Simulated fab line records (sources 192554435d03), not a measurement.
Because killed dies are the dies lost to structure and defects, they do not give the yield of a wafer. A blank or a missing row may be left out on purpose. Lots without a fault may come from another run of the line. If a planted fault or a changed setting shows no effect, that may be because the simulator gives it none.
fab line records | flow n5Finfet
record lots=7 wafers=39
route steps=1938 shown HKMG_FIN@434 MOL_CONTACT_COAG@551
startH: start of the lot's first displayed wafer, in hours after the record's first day | waitH: hours elapsed since this lot's preceding step | " same as the row above | L1.1+2: a single row standing in for several wafers | - no value present, or no start provided | * or withheld: withheld | < > ~ a bound
route shown NAME@n: NAME is a module with steps in the file, n the number in the route of the first one | usual: mean and standard deviation over wafers with no fault | same: alike in all rows | chamber/n: place in a boat | sites: readings site by site | _std_site: the values' standard deviation | _edge_site: inner sites' mean taken away from outer sites' mean | radiusMm: for every site, how far away it sits from the centre of the wafer | mask NAME#n: copy n | behind: the last tool/chamber to shape the wafer | hold: what put the lot on hold/how long, in hours/how the hold closed | device: transistor that didn't switch, given as n, p or np | end of line: tests run on the same wafers once the route is complete | a step with no rows: only its recipe | killed: dies lost to structure and defects at the first sort, not the wafer's yield | map: dies across one wafer; x = killed, . = not, _ = none there
set.NAME: the setting that was run; set.NAME@STEP: the one run at that earlier step | model.NAME: the simulator's own value behind a step, which no gauge read
lots with deliberately changed settings; one table per step, one row per wafer
## steps
# step N5_HKMG_FIN_ETCH_31
# recipe chemistry=CF4 target=SiARC targetDepthA=455 maskMaterial=CAR-ArF timeS=75.8 ionEnergyEv=80 pressureMtorr=40 sourceW=545 biasW=36 Ar_flow_sccm=100 cf4FlowSccm=100 ends=cleared
# usual rfVppV=184.2/1.1
# columns lot.wafer tool chamber startH waitH set.biasW rfVppV
L086.1 rieDiel-02 0 146.46 0.0 36 184.8
L086.2 " 3 " " 36 180.8
L086.3 " 2 " " 36 184.9
L086.4 " 1 " " 36 183.9
L086.5 " 0 " " 36 182.9
L086.6 " 3 " " 36 183.3
L087.1 rieDiel-05 1 153.57 0.0 36 184.3
L087.2 " 2 " " 32.42 173.9
L087.3 " 3 " " 36 183.3
L087.4 " 2 " " 32.42 171.8
L087.5 " 1 " " 36 183.5
L087.6 " 3 " " 32.42 171.5
L090.1 rieDiel-06 3 170.25 0.0 36 183.5
L090.2 " 0 " " 36 184.4
L090.3 " 1 " " 36 184.2
L090.4 " 2 " " 42.09 206.3
L090.5 " 1 " " 42.09 204.8
L090.6 " 2 " " 42.09 205.3
L093.1 rieDiel-06 1 189.08 0.0 36 182.8
L093.2 " 2 " " 31.43 169.6
L093.3 " 0 " " 31.43 167.3
L093.4 " 0 " " 31.43 167.1
L093.5 " 1 " " 36 185.0
L093.6 " 2 " " 36 185.2
L094.1 rieDiel-05 2 194.47 0.0 36 183.2
L094.2 " 3 " " 36 183.3
L094.3 " 0 " " 36 183.5
L094.4 " 1 " " 36 182.9
L094.5 " 1 " " 36 182.9
L094.6 " 2 " " 36 185.5
L095.2 rieDiel-02 3 202.62 0.0 36 184.9
L095.3 " 0 " " 36 184.6
L095.6 " 1 " " 36 184.3
L096.1 rieDiel-06 2 211.25 0.0 33.25 177.3
L096.2 " 0 " " 36 183.2
L096.3 " 3 " " 33.25 175.1
L096.4 " 2 " " 33.25 175.7
L096.5 " 0 " " 36 183.2
L096.6 " 3 " " 36 183.7
# step N5_MOL_CONTACT_COAG_SPUTTER_130
# recipe material=Co targetThkA=475 tempC=25 chamberPressurePa=0.5 powerW=3000
# columns lot.wafer tool chamber startH waitH set.targetThkA model.Co_of_MOL_CONTACT_COAG_SPUTTER_130.thkNm
L086.1 pvdSputter-01 - 164.97 0.0 475 48.6
L086.2 " - " " 533.9 52.8
L086.3 " - " " 533.9 52.2
L086.4 " - " " 475 46.4
L086.5 " - " " 475 47.4
L086.6 " - " " 533.9 54.2
L087.1 pvdSputter-01 - 172.23 0.0 529.4 54.2
L087.2 " - " " 529.4 52.6
L087.3 " - " " 475 48
L087.4 " - " " 475 46.8
L087.5 " - " " 529.4 53.2
L087.6 " - " " 475 48.6
L090.1 pvdSputter-01 - 186.83 0.0 475 47.2
L090.2+4+5 " - " " 475 46.6
L090.3 " - " " 475 48.2
L090.6 " - " " 475 48.4
L093.1 pvdSputter-01 - 207.27 0.0 475 48.6
L093.2 " - " " 475 46.8
L093.3+6 " - " " 475 46.6
L093.4 " - " " 475 46.2
L093.5 " - " " 475 48.4
L094.1+3 pvdSputter-02 - 212.57 0.0 441.1 44
L094.2 " - " " 475 48.2
L094.4 " - " " 475 47.4
L094.5 " - " " 475 47.2
L094.6 " - " " 441.1 44.6
L095.2 pvdSputter-02 - 221.13 0.0 475 47.4
L095.3+6 " - " " 475 48
L096.1+4 pvdSputter-03 - 231.23 0.0 475 48
L096.2 " - " " 538.7 53
L096.3 " - " " 538.7 53.6
L096.5 " - " " 538.7 53.4
L096.6 " - " " 475 47.6
# step N5_MOL_CONTACT_COAG_ETCHBACK_135
# recipe chemistry=CHF3 target=SiO2 targetDepthA=250 timeS=16.7 ionEnergyEv=200 pressureMtorr=30 sourceW=610 biasW=170 Ar_flow_sccm=200 CHF3_flow_sccm=50
# columns lot.wafer tool chamber startH waitH set.timeS model.SOC_of_MOL_CONTACT_COAG_COAT_75.thkNm
L086.1+4+5+6 rieDiel-02 3,2,2,3 169.50 0.0 16.7 57.6
L086.2+3 " 0,1 " " 16.7 57.8
L087.1+2+4+5 rieDiel-06 2,0,0,2 176.84 0.0 16.7 57.2
L087.3+6 " 1 " " 16.7 57.4
L090.1+2 rieDiel-06 0,2 191.99 0.0 16.7 57
L090.3+5 " 1 " " 16.7 57.4
L090.4+6 " 0,2 " " 16.7 57.2
L093.1 rieDiel-05 3 213.45 0.0 18.37 56.8
L093.2+6 " 0,3 " " 18.37 57
L093.3 " 2 " " 16.7 57.4
L093.4+5 " 1,0 " " 16.7 57.2
L094.1+2 rieDiel-06 2,0 218.92 0.0 20 56.6
L094.3+4+5 " 3,0,2 " " 16.7 57.2
L094.6 " 3 " " 20 56.8
L095.2+6 rieDiel-02 2 226.35 0.0 16.7 57.4
L095.3 " 0 " " 16.7 57.2
L096.1+5 rieDiel-06 0,1 235.59 0.0 20.35 56.6
L096.2+6 " 2 " " 16.7 57.4
L096.3 " 3 " " 20.35 56.8
L096.4 " 1 " " 16.7 57.8
## key
split step=N5_HKMG_FIN_ETCH_31 setting=biasW stated=36 by=wafer
response step=N5_HKMG_FIN_ETCH_31 reading=rfVppV change=+1.22 per=1% r=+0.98
split step=N5_MOL_CONTACT_COAG_SPUTTER_130 setting=targetThkA stated=475 by=wafer
response step=N5_MOL_CONTACT_COAG_SPUTTER_130 reading=model.Co_of_MOL_CONTACT_COAG_SPUTTER_130.thkNm change=+0.447 per=1% r=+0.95
split step=N5_MOL_CONTACT_COAG_ETCHBACK_135 setting=timeS stated=16.7 by=wafer
response step=N5_MOL_CONTACT_COAG_ETCHBACK_135 reading=model.SOC_of_MOL_CONTACT_COAG_COAT_75.thkNm change=-0.0339 per=1% r=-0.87
